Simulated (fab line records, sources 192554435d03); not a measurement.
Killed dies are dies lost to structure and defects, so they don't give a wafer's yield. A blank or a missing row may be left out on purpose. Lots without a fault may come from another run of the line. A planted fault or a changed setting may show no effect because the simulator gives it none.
fab line records | flow n5_finfet
record lots=14 wafers=42 last_day=20
route steps=1938 shown BEOL_M15@1774
lots that met no fault: from a run of the same line without faults
start_h: hours from the record's first day to the start of the lot's first wafer shown | wait_h: hours since the lot's step before | " the same as in the row above | L1.1+2: a row that stands for several wafers | - no value, or no start given | * or withheld: withheld | < > ~ a bound
route shown NAME@n: a module of which the file shows steps, and the number in the route of the first | usual: mean/standard deviation of fault-free wafers | same: alike in all rows | chamber/n: place in a boat | sites: the reading at each site | _std_site: their standard deviation | _edge_site: outer sites' mean less inner sites' | radius_mm: how far each site lies from the wafer's centre | mask NAME#n: copy n | behind: the tool/chamber that last shaped the wafer | hold: why the lot was held/for how many hours/how that ended | device: the transistor (n, p or np) that didn't switch | end of line: the same wafers' tests at the end of the route | a step without rows: its recipe alone | killed: dies lost to structure and defects at the first sort, not the wafer's yield | map: a wafer's dies, x killed, . not, _ none there
set.NAME: the setting as run; set.NAME@STEP: as run at that earlier step | model.NAME: the simulator's own value behind a step, which no gauge read
steps of the route over a sample of lots; a table a step, a row a wafer
services: from which hour (start_h, from the record's first day; less than 0 if before it) a tool's chamber was out of use, for how many hours, and why
## steps
# step N5_BEOL_M15_THK_MEAS_01
# recipe reads=SiO2_of_BEOL_M15_ILD_DEP_00
# usual M15_ILD_THK=1631/19
# columns lot.wafer tool chamber start_h wait_h M15_ILD_THK[nm]
L830.2 film_metro-01 - 334.66 0.1 1599
L830.3 " - " " 1591
L830.6 " - " " 1617
L835.1 film_metro-01 - 352.48 0.1 1626
L835.4 " - " " 1661
L835.5 " - " " 1650
L831.1 film_metro-02 - 356.58 0.2 1633
L831.5 " - " " 1650
L831.6 " - " " 1673
L833.4 film_metro-01 - 366.21 0.0 1654
L833.5 " - " " 1648
L833.6 " - " " 1657
L836.1 film_metro-02 - 377.61 0.1 1602
L836.3 " - " " 1607
L836.5 " - " " 1623
L834.2 film_metro-01 - 378.60 0.1 1629
L834.3 " - " " 1658
L834.6 " - " " 1660
L837.4 film_metro-02 - 386.66 0.1 1640
L837.5 " - " " 1657
L837.6 " - " " 1630
L839.2 film_metro-01 - 392.91 0.1 1607
L839.4 " - " " 1643
L839.6 " - " " 1639
L838.3 film_metro-02 - 408.79 0.1 1608
L838.4 " - " " 1647
L838.5 " - " " 1644
L841.2 film_metro-01 - 409.82 0.3 1634
L841.3 " - " " 1658
L841.5 " - " " 1653
L846.2 film_metro-01 - 430.04 0.1 1624
L846.3 " - " " 1586
L846.6 " - " " 1644
L847.2 film_metro-01 - 444.32 0.2 1587
L847.5 " - " " 1658
L847.6 " - " " 1635
L849.2 film_metro-01 - 444.58 0.1 1613
L849.3 " - " " 1612
L849.5 " - " " 1643
L848.1 film_metro-01 - 460.98 0.1 1629
L848.2 " - " " 1616
L848.4 " - " " 1638
# step N5_BEOL_M15_PEB_26
# recipe peb_temp_c=130 peb_time_s=90
# usual chill_plate_temp_C=22.97/0.096 exhaust_pa=45.0/0.91
# columns lot.wafer tool chamber start_h wait_h chill_plate_temp_C exhaust_pa
L830.2 litho_track-01 0 336.61 0.0 22.96 46.8
L830.3 " 0 " " 22.92 44.2
L830.6 " 0 " " 22.94 44.4
L835.1 litho_track-01 0 354.15 0.1 22.94 45.3
L835.4 " 0 " " 23.06 45.5
L835.5 " 0 " " 23.03 45.6
L831.1 litho_track-05 0 358.23 0.1 23.00 44.6
L831.5 " 0 " " 22.91 44.5
L831.6 " 0 " " 23.10 45.6
L833.4 litho_track-01 0 368.02 0.0 23.03 44.9
L833.5 " 0 " " 22.87 45.6
L833.6 " 0 " " 22.84 46.1
L836.1 litho_track-02 0 379.51 0.1 22.99 45.8
L836.3 " 0 " " 23.06 44.5
L836.5 " 0 " " 22.88 44.1
L834.2 litho_track-05 0 380.38 0.0 23.16 44.9
L834.3 " 0 " " 23.05 44.4
L834.6 " 0 " " 23.10 43.9
L837.4 litho_track-02 0 388.64 0.0 22.91 44.0
L837.5 " 0 " " 23.24 44.9
L837.6 " 0 " " 22.98 44.6
L839.2 litho_track-05 0 394.68 0.0 22.91 45.1
L839.4 " 0 " " 23.01 44.7
L839.6 " 0 " " 22.96 43.8
L838.3 litho_track-02 0 410.69 0.0 23.00 45.1
L838.4 " 0 " " 22.93 44.5
L838.5 " 0 " " 22.88 45.3
L841.2 litho_track-05 0 411.64 0.0 22.97 47.3
L841.3 " 0 " " 23.15 46.1
L841.5 " 0 " " 22.96 46.2
L846.2 litho_track-02 - 431.81 0.0 - -
L846.3 " - " " - -
L846.6 " - " " - -
L847.2 litho_track-01 - 446.17 0.0 - -
L847.5 " - " " - -
L847.6 " - " " - -
L849.2 litho_track-01 0 446.64 0.0 23.09 44.1
L849.3 " 0 " " 23.03 45.2
L849.5 " 0 " " 22.93 44.1
L848.1 litho_track-05 0 462.88 0.1 23.03 46.5
L848.2 " 0 " " 23.16 46.3
L848.4 " 0 " " 22.90 45.3
# step N5_BEOL_M15_DESCUM_33
# recipe chemistry=O2 time_s=7.9 source_power_w=50 bias_power_w=20 pressure_mtorr=20 rf_frequency_hz=2.712e+07 temp_c=40 o2_flow_sccm=225
# usual drypump_motor_current_A=5.7/0.33 o2_flow_sccm=225.0/0.59 oes_product_au=0.81/0.097 rf_vpp_V=243.1/1.8 showerhead_plenum_p_Torr=2.08/0.099 throttle_valve_pct=20.37/0.23
# columns lot.wafer tool chamber start_h wait_h drypump_motor_current_A o2_flow_sccm oes_product_au rf_hours_counter_h rf_vpp_V showerhead_plenum_p_Torr throttle_valve_pct
L830.2 rie_diel-06 0 336.81 0.0 5.9 226.0 0.70 233 240.5 1.97 20.66
L830.3 " 1 " " 5.6 226.0 0.85 56 241.0 2.03 20.49
L830.6 " 1 " " 5.6 225.2 0.85 - 241.5 2.03 20.50
L835.1 rie_diel-06 2 354.58 0.3 6.1 224.3 0.91 14 245.7 2.22 19.95
L835.4 " 0 " " 5.9 225.0 0.69 240 240.7 1.97 20.67
L835.5 " 2 " " 6.1 224.0 0.91 - 245.0 2.22 19.96
L831.1 rie_diel-02 2 358.58 0.2 6.1 224.8 0.73 194 244.3 2.16 20.12
L831.5 " 2 " " 6.1 224.6 0.73 - 245.3 2.16 20.13
L831.6 " 3 " " 5.1 224.1 0.76 - 240.4 1.91 20.37
L833.4 rie_diel-02 1 368.42 0.2 5.8 224.3 0.84 - 242.5 2.13 20.31
L833.5 " 3 " " 5.1 225.0 0.76 - 239.8 1.91 20.40
L833.6 " 0 " " 5.1 224.7 0.70 - 243.1 2.15 20.24
L836.1 rie_diel-06 2 379.98 0.3 6.0 224.7 0.90 21 245.9 2.22 19.97
L836.3 " 1 " " 5.6 225.0 0.83 71 242.3 2.03 20.53
L836.5 " 1 " " 5.6 224.7 0.83 - 240.3 2.03 20.51
L834.2 rie_diel-05 1 380.72 0.2 5.4 226.1 0.69 205 244.8 2.07 20.40
L834.3 " 3 " " 5.7 224.9 0.87 41 242.4 2.13 20.54
L834.6 " 0 " " 5.9 224.8 0.89 - 244.1 2.04 20.49
L837.4 rie_diel-02 2 388.95 0.1 6.1 225.7 0.73 - 243.3 2.16 20.15
L837.5 " 3 " " 5.1 225.5 0.75 - 240.4 1.91 20.41
L837.6 " 0 " " 5.1 225.8 0.70 - 243.8 2.15 20.26
L839.2 rie_diel-05 1 394.89 0.0 5.4 225.8 0.69 209 244.4 2.07 20.40
L839.4 " 2 " " 5.2 224.6 0.71 206 240.5 1.99 21.04
L839.6 " 1 " " 5.4 225.4 0.69 - 242.5 2.07 20.41
L838.3 rie_diel-06 3 411.38 0.5 5.7 225.1 0.92 23 242.4 2.03 20.50
L838.4 " 0 " " 5.9 224.2 1.03 1 245.7 2.23 20.27
L838.5 " 2 " " 6.1 225.4 0.88 - 244.3 2.21 19.99
L841.2 rie_diel-06 3 411.90 0.1 5.7 224.9 0.93 23 242.1 2.03 20.50
L841.3 " 2 " " 6.1 225.3 0.89 34 245.1 2.21 20.00
L841.5 " 0 " " 5.9 224.7 1.02 - 246.4 2.23 20.28
L846.2 rie_diel-06 0 432.02 0.0 5.9 225.1 0.99 8 247.2 2.23 20.27
L846.3 " 1 " " 5.6 224.6 0.81 89 242.5 2.02 20.55
L846.6 " 2 " " 6.1 225.2 0.86 - 245.2 2.21 19.99
L847.2 rie_diel-02 2 446.46 0.1 6.1 225.0 0.71 223 244.1 2.15 20.16
L847.5 " 3 " " 5.1 225.6 0.74 - 240.7 1.90 20.46
L847.6 " 1 " " 5.8 224.5 0.83 - 244.2 2.12 20.34
L849.2 rie_diel-06 0 446.85 0.0 5.9 224.0 0.95 13 244.9 2.23 20.29
L849.3 " 1 " " 5.6 225.2 0.81 94 241.5 2.02 20.55
L849.5 " 3 " " 5.7 225.0 0.89 - 242.9 2.03 20.52
L848.1 rie_diel-06 1 463.09 0.0 5.6 224.4 0.81 98 241.3 2.02 20.55
L848.2 " 3 " " 5.7 224.5 0.90 38 241.0 2.03 20.51
L848.4 " 2 " " 6.1 225.6 0.85 49 244.7 2.21 20.02
# step N5_BEOL_M15_TRENCH_ETCH_34
# recipe chemistry=C4F8/O2/Ar target=SiO2 target_depth_a=8729.3 he_inner_torr=15 he_outer_torr=30 time_s=199 ion_energy_ev=800 pressure_mtorr=20 source_w=1905 bias_w=2040 Ar_flow_sccm=400 C4F8_flow_sccm=16 O2_flow_sccm=12
# usual C4F8_flow_sccm=15.99/0.043 drypump_motor_current_A=5.7/0.33 mfc_ar_sccm=400.0/1.2 oes_product_au=0.81/0.096 rf_vpp_V=2226/27 showerhead_plenum_p_Torr=3.43/0.15 throttle_valve_pct=30.90/0.25
# columns lot.wafer tool chamber start_h wait_h C4F8_flow_sccm drypump_motor_current_A mfc_ar_sccm oes_product_au rf_hours_counter_h rf_vpp_V showerhead_plenum_p_Torr throttle_valve_pct
L830.2 rie_diel-06 0 336.90 0.0 16.03 5.9 400.1 0.69 233 2217 3.27 31.14
L830.3 " 1 " " 15.98 5.6 397.2 0.85 56 2191 3.35 31.08
L830.6 " 1 " " 15.90 5.6 400.4 0.85 - 2192 3.35 31.10
L835.1 rie_diel-06 2 354.67 0.0 16.03 6.1 401.1 0.92 14 2249 3.65 30.54
L835.4 " 0 " " 16.04 5.9 402.3 0.69 240 2218 3.26 31.17
L835.5 " 2 " " 16.03 6.1 399.8 0.91 - 2248 3.65 30.53
L831.1 rie_diel-02 2 358.67 0.0 15.95 6.1 400.5 0.72 194 2259 3.55 30.58
L831.5 " 2 " " 16.02 6.1 402.1 0.72 - 2259 3.55 30.59
L831.6 " 3 " " 15.96 5.2 400.7 0.76 - 2187 3.17 30.81
L833.4 rie_diel-02 1 368.56 0.1 15.89 5.8 400.1 0.85 - 2223 3.50 30.93
L833.5 " 3 " " 16.10 5.2 399.6 0.77 - 2187 3.17 30.83
L833.6 " 0 " " 15.99 5.1 400.1 0.70 - 2258 3.54 30.66
L836.1 rie_diel-06 2 380.07 0.0 15.99 6.1 400.3 0.90 21 2249 3.64 30.54
L836.3 " 1 " " 16.00 5.6 399.1 0.84 71 2190 3.34 31.11
L836.5 " 1 " " 15.98 5.6 399.8 0.84 - 2191 3.34 31.11
L834.2 rie_diel-05 1 380.81 0.0 15.99 5.3 400.2 0.69 205 2197 3.39 30.69
L834.3 " 3 " " 15.97 5.7 399.7 0.86 41 2229 3.50 31.12
L834.6 " 0 " " 15.94 5.9 399.3 0.87 - 2252 3.38 31.13
L837.4 rie_diel-02 2 389.10 0.1 16.06 6.1 398.4 0.71 - 2260 3.55 30.59
L837.5 " 3 " " 16.00 5.1 398.7 0.75 - 2187 3.17 30.85
L837.6 " 0 " " 16.03 5.1 400.1 0.70 - 2257 3.54 30.66
L839.2 rie_diel-05 1 394.98 0.0 15.92 5.3 399.0 0.69 209 2197 3.39 30.68
L839.4 " 2 " " 16.02 5.2 399.3 0.71 206 2195 3.27 31.46
L839.6 " 1 " " 15.99 5.3 399.2 0.70 - 2197 3.39 30.69
L838.3 rie_diel-06 3 411.46 0.0 16.00 5.7 399.4 0.93 23 2228 3.37 31.17
L838.4 " 0 " " 16.00 5.9 401.3 1.02 1 2254 3.66 30.87
L838.5 " 2 " " 15.94 6.1 399.1 0.88 - 2247 3.64 30.56
L841.2 rie_diel-06 3 411.98 0.0 16.05 5.7 399.0 0.92 23 2227 3.37 31.17
L841.3 " 2 " " 15.99 6.0 399.0 0.88 34 2247 3.63 30.53
L841.5 " 0 " " 15.95 5.9 401.5 1.02 - 2253 3.66 30.89
L846.2 rie_diel-06 0 432.10 0.0 16.00 5.9 400.2 0.98 8 2252 3.65 30.87
L846.3 " 1 " " 16.04 5.6 398.5 0.81 89 2190 3.33 31.14
L846.6 " 2 " " 16.03 6.1 398.1 0.86 - 2246 3.63 30.54
L847.2 rie_diel-02 2 446.55 0.0 15.99 6.1 401.9 0.69 223 2258 3.54 30.62
L847.5 " 3 " " 15.98 5.2 399.6 0.73 - 2186 3.16 30.84
L847.6 " 1 " " 16.03 5.9 398.3 0.83 - 2224 3.49 30.94
L849.2 rie_diel-06 0 446.93 0.0 15.93 5.9 399.8 0.96 13 2254 3.65 30.87
L849.3 " 1 " " 16.00 5.6 401.9 0.80 94 2188 3.33 31.14
L849.5 " 3 " " 16.04 5.7 398.1 0.90 - 2227 3.37 31.18
L848.1 rie_diel-06 1 463.17 0.0 15.97 5.6 400.1 0.80 98 2189 3.33 31.13
L848.2 " 3 " " 15.97 5.7 399.3 0.90 38 2226 3.37 31.18
L848.4 " 2 " " 15.94 6.1 399.6 0.86 49 2245 3.63 30.57
## services
# columns tool chamber start_h hours kind
rie_diel-06 3 318.44 5.6 repair
rie_diel-06 3 324.08 - clean
rie_diel-06 3 324.08 - consumable_replace:focus_ring
rie_diel-06 3 324.08 20.3 scheduled_down
rie_diel-06 3 324.08 20.3 vent_cycle
rie_diel-02 - 356.59 0.6 repair
rie_diel-02 1 381.87 25.8 repair
rie_diel-05 - 387.54 2.8 pm
rie_diel-06 0 388.10 - clean
rie_diel-06 0 388.10 - consumable_replace:focus_ring
rie_diel-06 0 388.10 - consumable_replace:showerhead
rie_diel-06 0 388.10 20.7 scheduled_down
rie_diel-06 0 388.10 20.7 vent_cycle
rie_diel-02 1 430.99 5.1 repair
rie_diel-06 3 437.41 5.5 repair
rie_diel-02 0 441.15 - clean
rie_diel-02 0 441.15 - consumable_replace:focus_ring
rie_diel-02 0 441.15 17.1 scheduled_down
rie_diel-02 0 441.15 17.1 vent_cycle
rie_diel-05 2 456.83 7.7 repair
## key
first_sign step=N5_BEOL_M15_PEB_26 reading=tool_record direction=missing
effect none on later readings
met_at N5_BEOL_M15_PEB_26
struck_lots L846,L847
later_rows_left_out L846.2,L846.3,L846.6,L847.2,L847.5,L847.6
sort_left_out L846.2,L846.3,L846.6,L847.2,L847.5,L847.6
not_acting_at N5_BEOL_M15_THK_MEAS_01,N5_BEOL_M15_DESCUM_33,N5_BEOL_M15_TRENCH_ETCH_34
onset_between 410.69 431.81
fault kind=skipped_step_whole tool=litho_track-01,litho_track-02 chamber=- onset_h=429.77 steps=N5_BEOL_M15_PEB_26 scope=struck_lots_only
# sort_left_out: the simulated sort isn't trusted on such a fault, so these wafers' sort isn't shown, and their yield isn't known
# later_rows_left_out: the simulator's readings of these wafers behind a module that went badly wrong aren't trusted and aren't shown, but for the sort
